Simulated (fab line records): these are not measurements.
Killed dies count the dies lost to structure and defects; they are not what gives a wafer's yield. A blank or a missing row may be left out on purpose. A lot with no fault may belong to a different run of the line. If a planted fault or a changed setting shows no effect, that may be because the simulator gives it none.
fab line records / flow n5_finfet / part 2 of 2: steps 23 to 29 of 29
record lots=5 wafers=15 last_day=17
route steps=1938 shown FIN_SAQP@104
lots with no fault: from the same line, run without faults
start_h: the number of hours between the record's first day and the start of the first shown wafer of the lot / wait_h: hours since the lot's step before / " same as the row above / L1.1+2: one row covering several wafers at once / - no value, or no start given / * or withheld: withheld / < > ~ a bound
route shown NAME@n: NAME is a module with steps in the file, n the number in the route of the first one / usual: mean and standard deviation over wafers with no fault / same: alike in all rows / chamber/n: place in a boat / sites: the reading at each site / _std_site: the standard deviation of these / _edge_site: the outer-site mean with the inner-site mean subtracted / radius_mm: how far each site lies from the wafer's centre / mask NAME#n: copy n / behind: the most recent tool/chamber to have shaped the wafer / hold: the reason the lot was held/the length of the hold in hours/how it ended / device: the n, p or np transistor that did not switch / end of line: at the end of the route, the tests of the same wafers / for a step that has no rows: nothing shown but its recipe / killed: at the first sort, the dies lost to defects and structure; wafer yield is something else / map: per-die view of a wafer (x killed, . not killed, _ where there is no die)
set.NAME: the setting that was run; set.NAME@STEP: the one run at that earlier step / model.NAME: the simulator's own value behind a step, which no gauge read
lots seen at some steps along the route; tables by step, rows by wafer
services: the hour from which a tool's chamber was out of use, counted from the record's first day as start_h (under 0 if before that day), plus the number of hours and why
## steps
# step N5_FIN_SAQP_SPACER1_ETCHBACK_25
# recipe chemistry=CHF3/O2 mode=anisotropic_etchback target=SiO2 target_depth_a=244 time_s=12.2 pressure_mtorr=30 source_w=650 bias_w=170 Ar_flow_sccm=200 CHF3_flow_sccm=50 O2_flow_sccm=5 ion_energy_ev=200
# usual drypump_motor_current_A=5.6/0.53 oes_product_au=0.79/0.092 rf_vpp_V=523/5.2 showerhead_plenum_p_Torr=2.44/0.075 throttle_valve_pct=18.88/0.17
lot.wafer=L075.1 tool=rie_diel-04 chamber=0 start_h=30.18 wait_h=0.4 drypump_motor_current_A=5.8 oes_product_au=0.70 rf_hours_counter_h=213 rf_vpp_V=518 showerhead_plenum_p_Torr=2.38 throttle_valve_pct=19.04
lot.wafer=L075.4 tool=rie_diel-04 chamber=0 start_h=30.18 wait_h=0.4 drypump_motor_current_A=5.8 oes_product_au=0.70 rf_hours_counter_h=- rf_vpp_V=519 showerhead_plenum_p_Torr=2.38 throttle_valve_pct=19.04
lot.wafer=L075.6 tool=rie_diel-04 chamber=2 start_h=30.18 wait_h=0.4 drypump_motor_current_A=5.7 oes_product_au=0.85 rf_hours_counter_h=- rf_vpp_V=524 showerhead_plenum_p_Torr=2.44 throttle_valve_pct=18.87
lot.wafer=L080.2 tool=rie_diel-04 chamber=1 start_h=60.78 wait_h=0.4 drypump_motor_current_A=6.6 oes_product_au=0.78 rf_hours_counter_h=125 rf_vpp_V=533 showerhead_plenum_p_Torr=2.52 throttle_valve_pct=19.15
lot.wafer=L080.3 tool=rie_diel-04 chamber=0 start_h=60.78 wait_h=0.4 drypump_motor_current_A=5.8 oes_product_au=0.69 rf_hours_counter_h=223 rf_vpp_V=519 showerhead_plenum_p_Torr=2.38 throttle_valve_pct=19.05
lot.wafer=L080.4 tool=rie_diel-04 chamber=3 start_h=60.78 wait_h=0.4 drypump_motor_current_A=5.4 oes_product_au=0.95 rf_hours_counter_h=10 rf_vpp_V=527 showerhead_plenum_p_Torr=2.56 throttle_valve_pct=18.62
lot.wafer=L091.4 tool=rie_diel-02 chamber=3 start_h=125.63 wait_h=0.1 drypump_motor_current_A=4.7 oes_product_au=0.74 rf_hours_counter_h=- rf_vpp_V=523 showerhead_plenum_p_Torr=2.41 throttle_valve_pct=18.93
lot.wafer=L091.5 tool=rie_diel-02 chamber=1 start_h=125.63 wait_h=0.1 drypump_motor_current_A=4.9 oes_product_au=0.84 rf_hours_counter_h=- rf_vpp_V=522 showerhead_plenum_p_Torr=2.44 throttle_valve_pct=18.66
lot.wafer=L091.6 tool=rie_diel-02 chamber=0 start_h=125.63 wait_h=0.1 drypump_motor_current_A=6.2 oes_product_au=0.66 rf_hours_counter_h=- rf_vpp_V=512 showerhead_plenum_p_Torr=2.27 throttle_valve_pct=19.05
lot.wafer=L094.1 tool=rie_diel-03 chamber=1 start_h=143.73 wait_h=0.4 drypump_motor_current_A=5.7 oes_product_au=0.95 rf_hours_counter_h=7 rf_vpp_V=516 showerhead_plenum_p_Torr=2.47 throttle_valve_pct=18.58
lot.wafer=L094.2 tool=rie_diel-03 chamber=0 start_h=143.73 wait_h=0.4 drypump_motor_current_A=6.0 oes_product_au=0.88 rf_hours_counter_h=57 rf_vpp_V=523 showerhead_plenum_p_Torr=2.54 throttle_valve_pct=18.75
lot.wafer=L094.3 tool=rie_diel-03 chamber=2 start_h=143.73 wait_h=0.4 drypump_motor_current_A=5.4 oes_product_au=0.69 rf_hours_counter_h=241 rf_vpp_V=519 showerhead_plenum_p_Torr=2.37 throttle_valve_pct=18.92
lot.wafer=L097.1 tool=rie_diel-03 chamber=1 start_h=161.60 wait_h=0.4 drypump_motor_current_A=5.7 oes_product_au=0.94 rf_hours_counter_h=13 rf_vpp_V=517 showerhead_plenum_p_Torr=2.47 throttle_valve_pct=18.60
lot.wafer=L097.5 tool=rie_diel-03 chamber=3 start_h=161.60 wait_h=0.4 drypump_motor_current_A=4.9 oes_product_au=0.74 rf_hours_counter_h=- rf_vpp_V=529 showerhead_plenum_p_Torr=2.39 throttle_valve_pct=18.96
lot.wafer=L097.6 tool=rie_diel-03 chamber=2 start_h=161.60 wait_h=0.4 drypump_motor_current_A=5.4 oes_product_au=0.68 rf_hours_counter_h=- rf_vpp_V=520 showerhead_plenum_p_Torr=2.36 throttle_valve_pct=18.93
# step N5_FIN_SAQP_MANDREL1_REMOVE_56
# recipe chemistry=HBr/Cl2/O2 bt_time_s=10 target=a-Si stop_on=SiNx endpoint=OES-SiCl over_etch_frac=1 icp_w=600 bias_w=22 HBr_flow_sccm=150 Cl2_flow_sccm=80 O2_flow_sccm=5 pressure_mtorr=10
# usual drypump_motor_current_A=5.8/0.52 oes_product_au=0.998/0.018 throttle_valve_pct=36.73/0.23
# same bt_time_s=10 over_etch_frac=1
lot.wafer=L075.1 tool=rie_si-01 chamber=2 start_h=30.27 wait_h=0.1 drypump_motor_current_A=5.9 oes_product_au=1.015 rf_hours_counter_h=173 throttle_valve_pct=36.98
lot.wafer=L075.4 tool=rie_si-01 chamber=3 start_h=30.27 wait_h=0.1 drypump_motor_current_A=5.5 oes_product_au=1.038 rf_hours_counter_h=175 throttle_valve_pct=36.94
lot.wafer=L075.6 tool=rie_si-01 chamber=3 start_h=30.27 wait_h=0.1 drypump_motor_current_A=5.5 oes_product_au=1.034 rf_hours_counter_h=- throttle_valve_pct=36.93
lot.wafer=L080.2 tool=rie_si-05 chamber=2 start_h=60.87 wait_h=0.1 drypump_motor_current_A=5.8 oes_product_au=1.010 rf_hours_counter_h=72 throttle_valve_pct=36.31
lot.wafer=L080.3 tool=rie_si-05 chamber=3 start_h=60.87 wait_h=0.1 drypump_motor_current_A=6.5 oes_product_au=1.007 rf_hours_counter_h=125 throttle_valve_pct=36.81
lot.wafer=L080.4 tool=rie_si-05 chamber=1 start_h=60.87 wait_h=0.1 drypump_motor_current_A=5.2 oes_product_au=0.977 rf_hours_counter_h=83 throttle_valve_pct=36.63
lot.wafer=L091.4 tool=rie_si-05 chamber=2 start_h=125.69 wait_h=0.0 drypump_motor_current_A=5.8 oes_product_au=1.015 rf_hours_counter_h=73 throttle_valve_pct=36.30
lot.wafer=L091.5 tool=rie_si-05 chamber=2 start_h=125.69 wait_h=0.0 drypump_motor_current_A=5.8 oes_product_au=1.018 rf_hours_counter_h=- throttle_valve_pct=36.30
lot.wafer=L091.6 tool=rie_si-05 chamber=1 start_h=125.69 wait_h=0.0 drypump_motor_current_A=5.2 oes_product_au=0.986 rf_hours_counter_h=- throttle_valve_pct=36.60
lot.wafer=L094.1 tool=rie_si-05 chamber=2 start_h=143.81 wait_h=0.1 drypump_motor_current_A=5.8 oes_product_au=1.011 rf_hours_counter_h=74 throttle_valve_pct=36.29
lot.wafer=L094.2 tool=rie_si-05 chamber=0 start_h=143.81 wait_h=0.1 drypump_motor_current_A=5.1 oes_product_au=0.986 rf_hours_counter_h=54 throttle_valve_pct=36.75
lot.wafer=L094.3 tool=rie_si-05 chamber=3 start_h=143.81 wait_h=0.1 drypump_motor_current_A=6.5 oes_product_au=1.011 rf_hours_counter_h=127 throttle_valve_pct=36.81
lot.wafer=L097.1 tool=rie_si-05 chamber=3 start_h=161.69 wait_h=0.1 drypump_motor_current_A=6.5 oes_product_au=1.008 rf_hours_counter_h=127 throttle_valve_pct=36.82
lot.wafer=L097.5 tool=rie_si-05 chamber=0 start_h=161.69 wait_h=0.1 drypump_motor_current_A=5.1 oes_product_au=0.996 rf_hours_counter_h=- throttle_valve_pct=36.75
lot.wafer=L097.6 tool=rie_si-05 chamber=3 start_h=161.69 wait_h=0.1 drypump_motor_current_A=6.5 oes_product_au=1.011 rf_hours_counter_h=- throttle_valve_pct=36.80
# step N5_FIN_SAQP_CD_MEAS_27
# recipe target_cd_nm=20 landing_energy_ev=1000 detector=se_inlens polarity=line
# usual cd_nm=20.30/0.22
lot.wafer=L075.1 tool=cd_sem-03 chamber=0 start_h=30.38 wait_h=0.1 cd_nm=20.34
lot.wafer=L075.4 tool=cd_sem-03 chamber=0 start_h=30.38 wait_h=0.1 cd_nm=20.40
lot.wafer=L075.6 tool=cd_sem-03 chamber=0 start_h=30.38 wait_h=0.1 cd_nm=20.32
lot.wafer=L080.2 tool=cd_sem-02 chamber=0 start_h=60.98 wait_h=0.1 cd_nm=20.45
lot.wafer=L080.3 tool=cd_sem-02 chamber=0 start_h=60.98 wait_h=0.1 cd_nm=20.48
lot.wafer=L080.4 tool=cd_sem-02 chamber=0 start_h=60.98 wait_h=0.1 cd_nm=20.14
lot.wafer=L091.4 tool=cd_sem-03 chamber=0 start_h=125.81 wait_h=0.1 cd_nm=20.22
lot.wafer=L091.5 tool=cd_sem-03 chamber=0 start_h=125.81 wait_h=0.1 cd_nm=20.57
lot.wafer=L091.6 tool=cd_sem-03 chamber=0 start_h=125.81 wait_h=0.1 cd_nm=20.19
lot.wafer=L094.1 tool=cd_sem-01 chamber=0 start_h=143.92 wait_h=0.1 cd_nm=20.46
lot.wafer=L094.2 tool=cd_sem-01 chamber=0 start_h=143.92 wait_h=0.1 cd_nm=20.57
lot.wafer=L094.3 tool=cd_sem-01 chamber=0 start_h=143.92 wait_h=0.1 cd_nm=19.87
lot.wafer=L097.1 tool=cd_sem-01 chamber=0 start_h=161.80 wait_h=0.1 cd_nm=20.26
lot.wafer=L097.5 tool=cd_sem-01 chamber=0 start_h=161.80 wait_h=0.1 cd_nm=20.28
lot.wafer=L097.6 tool=cd_sem-01 chamber=0 start_h=161.80 wait_h=0.1 cd_nm=20.44
# step N5_FIN_SAQP_ETCH_57
# recipe chemistry=CH3F/O2 target=SiNx mask_material=SiO2 target_depth_a=325 time_s=46.4 pressure_mtorr=30 source_w=395 bias_w=73 Ar_flow_sccm=150 CH3F_flow_sccm=30 O2_flow_sccm=20 ion_energy_ev=120 ends=cleared
# usual drypump_motor_current_A=5.5/0.56 etch_rf_on_time_s=46.2/0.86 oes_product_au=0.68/0.077 rf_vpp_V=296.9/2.9 showerhead_plenum_p_Torr=2.02/0.064 throttle_valve_pct=16.32/0.19
lot.wafer=L075.1 tool=rie_diel-03 chamber=0 start_h=30.43 wait_h=0.0 drypump_motor_current_A=6.0 etch_rf_on_time_s=45.3 oes_product_au=0.82 rf_hours_counter_h=13 rf_vpp_V=297.8 showerhead_plenum_p_Torr=2.13 throttle_valve_pct=16.09
lot.wafer=L075.4 tool=rie_diel-03 chamber=1 start_h=30.43 wait_h=0.0 drypump_motor_current_A=5.7 etch_rf_on_time_s=47.3 oes_product_au=0.59 rf_hours_counter_h=225 rf_vpp_V=293.0 showerhead_plenum_p_Torr=2.07 throttle_valve_pct=16.44
lot.wafer=L075.6 tool=rie_diel-03 chamber=3 start_h=30.43 wait_h=0.0 drypump_motor_current_A=4.9 etch_rf_on_time_s=45.1 oes_product_au=0.66 rf_hours_counter_h=- rf_vpp_V=302.3 showerhead_plenum_p_Torr=1.99 throttle_valve_pct=16.36
lot.wafer=L080.2 tool=rie_diel-02 chamber=1 start_h=61.03 wait_h=0.0 drypump_motor_current_A=4.9 etch_rf_on_time_s=46.1 oes_product_au=0.74 rf_hours_counter_h=43 rf_vpp_V=297.0 showerhead_plenum_p_Torr=2.03 throttle_valve_pct=16.04
lot.wafer=L080.3 tool=rie_diel-02 chamber=2 start_h=61.03 wait_h=0.0 drypump_motor_current_A=5.5 etch_rf_on_time_s=46.8 oes_product_au=0.59 rf_hours_counter_h=234 rf_vpp_V=296.3 showerhead_plenum_p_Torr=1.98 throttle_valve_pct=16.48
lot.wafer=L080.4 tool=rie_diel-02 chamber=3 start_h=61.03 wait_h=0.0 drypump_motor_current_A=4.7 etch_rf_on_time_s=47.4 oes_product_au=0.66 rf_hours_counter_h=- rf_vpp_V=296.9 showerhead_plenum_p_Torr=2.00 throttle_valve_pct=16.31
lot.wafer=L091.4 tool=rie_diel-02 chamber=3 start_h=125.91 wait_h=0.1 drypump_motor_current_A=4.7 etch_rf_on_time_s=47.3 oes_product_au=0.64 rf_hours_counter_h=- rf_vpp_V=296.7 showerhead_plenum_p_Torr=2.00 throttle_valve_pct=16.38
lot.wafer=L091.5 tool=rie_diel-02 chamber=0 start_h=125.91 wait_h=0.1 drypump_motor_current_A=6.2 etch_rf_on_time_s=47.2 oes_product_au=0.57 rf_hours_counter_h=- rf_vpp_V=290.4 showerhead_plenum_p_Torr=1.89 throttle_valve_pct=16.53
lot.wafer=L091.6 tool=rie_diel-02 chamber=1 start_h=125.91 wait_h=0.1 drypump_motor_current_A=4.9 etch_rf_on_time_s=47.4 oes_product_au=0.71 rf_hours_counter_h=- rf_vpp_V=295.3 showerhead_plenum_p_Torr=2.02 throttle_valve_pct=16.08
lot.wafer=L094.1 tool=rie_diel-02 chamber=1 start_h=143.97 wait_h=0.0 drypump_motor_current_A=4.9 etch_rf_on_time_s=46.3 oes_product_au=0.70 rf_hours_counter_h=75 rf_vpp_V=297.7 showerhead_plenum_p_Torr=2.02 throttle_valve_pct=16.09
lot.wafer=L094.2 tool=rie_diel-02 chamber=2 start_h=143.97 wait_h=0.0 drypump_motor_current_A=5.5 etch_rf_on_time_s=46.9 oes_product_au=0.80 rf_hours_counter_h=7 rf_vpp_V=296.1 showerhead_plenum_p_Torr=1.97 throttle_valve_pct=16.06
lot.wafer=L094.3 tool=rie_diel-02 chamber=3 start_h=143.97 wait_h=0.0 drypump_motor_current_A=4.7 etch_rf_on_time_s=47.2 oes_product_au=0.63 rf_hours_counter_h=184 rf_vpp_V=296.4 showerhead_plenum_p_Torr=1.99 throttle_valve_pct=16.39
lot.wafer=L097.1 tool=rie_diel-03 chamber=3 start_h=161.85 wait_h=0.0 drypump_motor_current_A=4.9 etch_rf_on_time_s=44.5 oes_product_au=0.63 rf_hours_counter_h=185 rf_vpp_V=300.3 showerhead_plenum_p_Torr=1.98 throttle_valve_pct=16.43
lot.wafer=L097.5 tool=rie_diel-03 chamber=3 start_h=161.85 wait_h=0.0 drypump_motor_current_A=4.9 etch_rf_on_time_s=45.6 oes_product_au=0.63 rf_hours_counter_h=- rf_vpp_V=300.4 showerhead_plenum_p_Torr=1.98 throttle_valve_pct=16.43
lot.wafer=L097.6 tool=rie_diel-03 chamber=0 start_h=161.85 wait_h=0.0 drypump_motor_current_A=6.0 etch_rf_on_time_s=45.4 oes_product_au=0.74 rf_hours_counter_h=- rf_vpp_V=295.8 showerhead_plenum_p_Torr=2.11 throttle_valve_pct=16.18
# step N5_FIN_SAQP_ETCH_65
# recipe chemistry=CF4 target=SiO2 target_depth_a=40 ion_energy_ev=350 time_s=4.4 pressure_mtorr=10 icp_w=800 bias_w=400 cf4_flow_sccm=80
# usual drypump_motor_current_A=5.6/0.46 oes_product_au=0.995/0.014 throttle_valve_pct=21.93/0.14
lot.wafer=L075.1 tool=rie_si-05 chamber=2 start_h=30.54 wait_h=0.1 drypump_motor_current_A=5.8 oes_product_au=1.024 rf_hours_counter_h=72 throttle_valve_pct=21.52
lot.wafer=L075.4 tool=rie_si-05 chamber=0 start_h=30.54 wait_h=0.1 drypump_motor_current_A=5.1 oes_product_au=0.981 rf_hours_counter_h=52 throttle_valve_pct=21.91
lot.wafer=L075.6 tool=rie_si-05 chamber=0 start_h=30.54 wait_h=0.1 drypump_motor_current_A=5.1 oes_product_au=0.987 rf_hours_counter_h=- throttle_valve_pct=21.92
lot.wafer=L080.2 tool=rie_si-03 chamber=2 start_h=61.14 wait_h=0.1 drypump_motor_current_A=5.8 oes_product_au=1.006 rf_hours_counter_h=65 throttle_valve_pct=22.12
lot.wafer=L080.3 tool=rie_si-03 chamber=0 start_h=61.14 wait_h=0.1 drypump_motor_current_A=4.9 oes_product_au=0.987 rf_hours_counter_h=- throttle_valve_pct=22.02
lot.wafer=L080.4 tool=rie_si-03 chamber=2 start_h=61.14 wait_h=0.1 drypump_motor_current_A=5.8 oes_product_au=1.000 rf_hours_counter_h=- throttle_valve_pct=22.13
lot.wafer=L091.4 tool=rie_si-03 chamber=2 start_h=125.97 wait_h=0.0 drypump_motor_current_A=5.9 oes_product_au=1.000 rf_hours_counter_h=66 throttle_valve_pct=22.13
lot.wafer=L091.5 tool=rie_si-03 chamber=0 start_h=125.97 wait_h=0.0 drypump_motor_current_A=4.9 oes_product_au=0.984 rf_hours_counter_h=- throttle_valve_pct=22.02
lot.wafer=L091.6 tool=rie_si-03 chamber=3 start_h=125.97 wait_h=0.0 drypump_motor_current_A=5.8 oes_product_au=0.987 rf_hours_counter_h=- throttle_valve_pct=21.94
lot.wafer=L094.1 tool=rie_si-03 chamber=2 start_h=144.08 wait_h=0.1 drypump_motor_current_A=5.8 oes_product_au=1.012 rf_hours_counter_h=66 throttle_valve_pct=22.13
lot.wafer=L094.2 tool=rie_si-03 chamber=3 start_h=144.08 wait_h=0.1 drypump_motor_current_A=5.8 oes_product_au=0.989 rf_hours_counter_h=8 throttle_valve_pct=21.94
lot.wafer=L094.3 tool=rie_si-03 chamber=0 start_h=144.08 wait_h=0.1 drypump_motor_current_A=4.9 oes_product_au=0.993 rf_hours_counter_h=160 throttle_valve_pct=22.02
lot.wafer=L097.1 tool=rie_si-03 chamber=0 start_h=161.95 wait_h=0.1 drypump_motor_current_A=4.9 oes_product_au=0.984 rf_hours_counter_h=161 throttle_valve_pct=22.02
lot.wafer=L097.5 tool=rie_si-03 chamber=2 start_h=161.95 wait_h=0.1 drypump_motor_current_A=5.8 oes_product_au=0.994 rf_hours_counter_h=- throttle_valve_pct=22.13
lot.wafer=L097.6 tool=rie_si-03 chamber=1 start_h=161.95 wait_h=0.1 drypump_motor_current_A=5.4 oes_product_au=0.975 rf_hours_counter_h=- throttle_valve_pct=21.91
# step N5_FIN_SAQP_MANDREL_ETCH_58
# recipe chemistry=HBr/Cl2 target=a-Si target_depth_a=450 bt_time_s=10 stop_on=SiNx mask_material=SiO2 over_etch_frac=0.8 time_s=27 pressure_mtorr=10 icp_w=800 bias_w=75 HBr_flow_sccm=150 Cl2_flow_sccm=80 ends=end_point
# usual drypump_motor_current_A=5.6/0.46 oes_product_au=0.695/0.012 throttle_valve_pct=35.76/0.2
# same bt_time_s=10 over_etch_frac=0.8
lot.wafer=L075.1 tool=rie_si-05 chamber=2 start_h=30.57 wait_h=0.0 drypump_motor_current_A=5.8 oes_product_au=0.706 rf_hours_counter_h=72 throttle_valve_pct=35.17
lot.wafer=L075.4 tool=rie_si-05 chamber=0 start_h=30.57 wait_h=0.0 drypump_motor_current_A=5.1 oes_product_au=0.696 rf_hours_counter_h=52 throttle_valve_pct=35.62
lot.wafer=L075.6 tool=rie_si-05 chamber=0 start_h=30.57 wait_h=0.0 drypump_motor_current_A=5.1 oes_product_au=0.692 rf_hours_counter_h=- throttle_valve_pct=35.60
lot.wafer=L080.2 tool=rie_si-03 chamber=2 start_h=61.18 wait_h=0.0 drypump_motor_current_A=5.8 oes_product_au=0.702 rf_hours_counter_h=65 throttle_valve_pct=36.00
lot.wafer=L080.3 tool=rie_si-03 chamber=0 start_h=61.18 wait_h=0.0 drypump_motor_current_A=4.9 oes_product_au=0.691 rf_hours_counter_h=- throttle_valve_pct=35.94
lot.wafer=L080.4 tool=rie_si-03 chamber=2 start_h=61.18 wait_h=0.0 drypump_motor_current_A=5.8 oes_product_au=0.693 rf_hours_counter_h=- throttle_valve_pct=36.03
lot.wafer=L091.4 tool=rie_si-03 chamber=2 start_h=126.00 wait_h=0.0 drypump_motor_current_A=5.8 oes_product_au=0.712 rf_hours_counter_h=66 throttle_valve_pct=35.99
lot.wafer=L091.5 tool=rie_si-03 chamber=0 start_h=126.00 wait_h=0.0 drypump_motor_current_A=4.9 oes_product_au=0.683 rf_hours_counter_h=- throttle_valve_pct=35.94
lot.wafer=L091.6 tool=rie_si-03 chamber=3 start_h=126.00 wait_h=0.0 drypump_motor_current_A=5.8 oes_product_au=0.703 rf_hours_counter_h=- throttle_valve_pct=35.69
lot.wafer=L094.1 tool=rie_si-03 chamber=2 start_h=144.11 wait_h=0.0 drypump_motor_current_A=5.8 oes_product_au=0.694 rf_hours_counter_h=66 throttle_valve_pct=36.03
lot.wafer=L094.2 tool=rie_si-03 chamber=3 start_h=144.11 wait_h=0.0 drypump_motor_current_A=5.8 oes_product_au=0.694 rf_hours_counter_h=8 throttle_valve_pct=35.71
lot.wafer=L094.3 tool=rie_si-03 chamber=0 start_h=144.11 wait_h=0.0 drypump_motor_current_A=4.9 oes_product_au=0.692 rf_hours_counter_h=160 throttle_valve_pct=35.94
lot.wafer=L097.1 tool=rie_si-03 chamber=0 start_h=161.99 wait_h=0.0 drypump_motor_current_A=4.9 oes_product_au=0.675 rf_hours_counter_h=161 throttle_valve_pct=35.95
lot.wafer=L097.5 tool=rie_si-03 chamber=2 start_h=161.99 wait_h=0.0 drypump_motor_current_A=5.9 oes_product_au=0.703 rf_hours_counter_h=- throttle_valve_pct=36.00
lot.wafer=L097.6 tool=rie_si-03 chamber=1 start_h=161.99 wait_h=0.0 drypump_motor_current_A=5.4 oes_product_au=0.697 rf_hours_counter_h=- throttle_valve_pct=35.65
# step N5_FIN_SAQP_RECESS_63
# recipe chemistry=HF/NH3 target=SiO2 target_depth_a=180 afs_cycles=3 temp_c=30 sublimation_temp_c=180 sublimation_time_s=60
# usual drypump_motor_current_A=5.3/0.41
lot.wafer=L075.1 tool=vapor_etch-01 chamber=1 start_h=30.65 wait_h=0.1 drypump_motor_current_A=4.9
lot.wafer=L075.4 tool=vapor_etch-01 chamber=1 start_h=30.65 wait_h=0.1 drypump_motor_current_A=4.9
lot.wafer=L075.6 tool=vapor_etch-01 chamber=0 start_h=30.65 wait_h=0.1 drypump_motor_current_A=6.0
lot.wafer=L080.2 tool=vapor_etch-02 chamber=1 start_h=61.29 wait_h=0.1 drypump_motor_current_A=5.4
lot.wafer=L080.3 tool=vapor_etch-02 chamber=0 start_h=61.29 wait_h=0.1 drypump_motor_current_A=5.1
lot.wafer=L080.4 tool=vapor_etch-02 chamber=1 start_h=61.29 wait_h=0.1 drypump_motor_current_A=5.4
lot.wafer=L091.4 tool=vapor_etch-02 chamber=0 start_h=126.20 wait_h=0.2 drypump_motor_current_A=5.1
lot.wafer=L091.5 tool=vapor_etch-02 chamber=1 start_h=126.20 wait_h=0.2 drypump_motor_current_A=5.4
lot.wafer=L091.6 tool=vapor_etch-02 chamber=0 start_h=126.20 wait_h=0.2 drypump_motor_current_A=5.1
lot.wafer=L094.1 tool=vapor_etch-01 chamber=1 start_h=144.19 wait_h=0.1 drypump_motor_current_A=4.9
lot.wafer=L094.2 tool=vapor_etch-01 chamber=0 start_h=144.19 wait_h=0.1 drypump_motor_current_A=6.0
lot.wafer=L094.3 tool=vapor_etch-01 chamber=1 start_h=144.19 wait_h=0.1 drypump_motor_current_A=4.9
lot.wafer=L097.1 tool=vapor_etch-02 chamber=0 start_h=162.07 wait_h=0.1 drypump_motor_current_A=5.1
lot.wafer=L097.5 tool=vapor_etch-02 chamber=0 start_h=162.07 wait_h=0.1 drypump_motor_current_A=5.1
lot.wafer=L097.6 tool=vapor_etch-02 chamber=1 start_h=162.07 wait_h=0.1 drypump_motor_current_A=5.4
## services
tool=arfi_scanner-02 chamber=- start_h=11.39 hours=1.0 kind=pm
tool=rie_si-05 chamber=2 start_h=12.07 hours=2.7 kind=repair
tool=arfi_scanner-02 chamber=- start_h=13.17 hours=4.9 kind=pm
tool=rie_si-05 chamber=1 start_h=14.17 hours=9.6 kind=repair
tool=arfi_scanner-03 chamber=- start_h=24.81 hours=1.0 kind=pm
tool=arfi_scanner-02 chamber=- start_h=31.42 hours=1.0 kind=pm
tool=rie_diel-02 chamber=2 start_h=39.15 hours=1.3 kind=repair
tool=wet_bench-01 chamber=- start_h=40.36 hours=8.2 kind=repair
tool=rie_diel-02 chamber=0 start_h=54.35 hours=8.7 kind=repair
tool=rie_si-03 chamber=3 start_h=59.19 hours=2.3 kind=repair
tool=rie_si-03 chamber=1 start_h=59.50 hours=2.0 kind=repair
tool=rie_si-03 chamber=1 start_h=62.74 hours=6.8 kind=repair
tool=rie_diel-02 chamber=- start_h=64.28 hours=4.0 kind=pm
tool=rie_diel-03 chamber=- start_h=65.92 hours=2.8 kind=pm
tool=rie_si-05 chamber=3 start_h=69.10 hours=2.3 kind=repair
tool=ald_sin-02 chamber=- start_h=85.37 hours=14.0 kind=pm
tool=arfi_scanner-03 chamber=- start_h=111.65 hours=1.3 kind=pm
tool=ald_sin-02 chamber=3 start_h=124.49 hours=4.0 kind=repair
tool=rie_diel-03 chamber=3 start_h=130.40 hours=1.7 kind=repair
tool=arfi_scanner-03 chamber=- start_h=136.19 hours=1.0 kind=pm
tool=rie_diel-04 chamber=0 start_h=148.40 hours=7.8 kind=repair
tool=rie_diel-04 chamber=2 start_h=154.57 hours=4.1 kind=repair
tool=arfi_scanner-03 chamber=- start_h=155.13 hours=0.8 kind=pm
tool=rie_diel-04 chamber=2 start_h=159.80 hours=4.9 kind=repair
